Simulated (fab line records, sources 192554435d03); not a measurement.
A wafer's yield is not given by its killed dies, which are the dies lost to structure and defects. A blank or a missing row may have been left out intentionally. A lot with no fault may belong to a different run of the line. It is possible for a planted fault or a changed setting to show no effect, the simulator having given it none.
Chamber matching || flow n5Finfet || rieDiel-02 running N5_DUMMY_GATE_STRIP_48: 4 sister chambers
The step strips in N2/H2, time 20 s. 4 wafers are shown with their chamber, then 9 later ones without.

EACH WAFER AND ITS CHAMBER
{"wafer": "L077.2", "chamber": 1, "showerheadPlenumPTorr (Torr)": 3.24}
{"wafer": "L078.3", "chamber": 3, "showerheadPlenumPTorr (Torr)": 3.55}
{"wafer": "L081.3", "chamber": 2, "showerheadPlenumPTorr (Torr)": 3.35}
{"wafer": "L081.6", "chamber": 0, "showerheadPlenumPTorr (Torr)": 3.36}

WAFERS MISSING THEIR CHAMBER
{"wafer": "L084.2", "showerheadPlenumPTorr (Torr)": 3.35}
{"wafer": "L084.4", "showerheadPlenumPTorr (Torr)": 3.54}
{"wafer": "L084.5", "showerheadPlenumPTorr (Torr)": 3.24}
{"wafer": "L091.2", "showerheadPlenumPTorr (Torr)": 3.34}
{"wafer": "L091.3", "showerheadPlenumPTorr (Torr)": 3.23}
{"wafer": "L091.5", "showerheadPlenumPTorr (Torr)": 3.23}
{"wafer": "L095.1", "showerheadPlenumPTorr (Torr)": 3.34}
{"wafer": "L095.3", "showerheadPlenumPTorr (Torr)": 3.53}
{"wafer": "L095.5", "showerheadPlenumPTorr (Torr)": 3.33}

THE CHAMBER EACH PASSED THROUGH
{"wafer": "L084.2", "from the rows above": "can't be placed: 2 or 0", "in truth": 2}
{"wafer": "L084.4", "from the rows above": 3, "in truth": 3}
{"wafer": "L084.5", "from the rows above": 1, "in truth": 1}
{"wafer": "L091.2", "from the rows above": "can't be placed: 2 or 0", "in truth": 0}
{"wafer": "L091.3", "from the rows above": 1, "in truth": 1}
{"wafer": "L091.5", "from the rows above": 1, "in truth": 1}
{"wafer": "L095.1", "from the rows above": "can't be placed: 2 or 0", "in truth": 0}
{"wafer": "L095.3", "from the rows above": 3, "in truth": 3}
{"wafer": "L095.5", "from the rows above": "can't be placed: 2 or 0", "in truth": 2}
5 of 9 placed correctly. These rows do not allow placing 4 (true chamber among the candidates in 4). Wrongly placed: 0.
How it was worked out, from the rows above alone: a wafer's distance from a chamber is the root of the sum, over the readings, of the square of ((its reading less the chamber's mean) divided by the reading's scatter). The wafer belongs to the nearest chamber; if the next one is less than 2 further off, it can't be placed. Each chamber's mean is taken over the wafers shown for it. The scatter (one wafer shown for each chamber): square how far every hidden wafer sits from the nearest shown wafer, average those squares and take the square root.
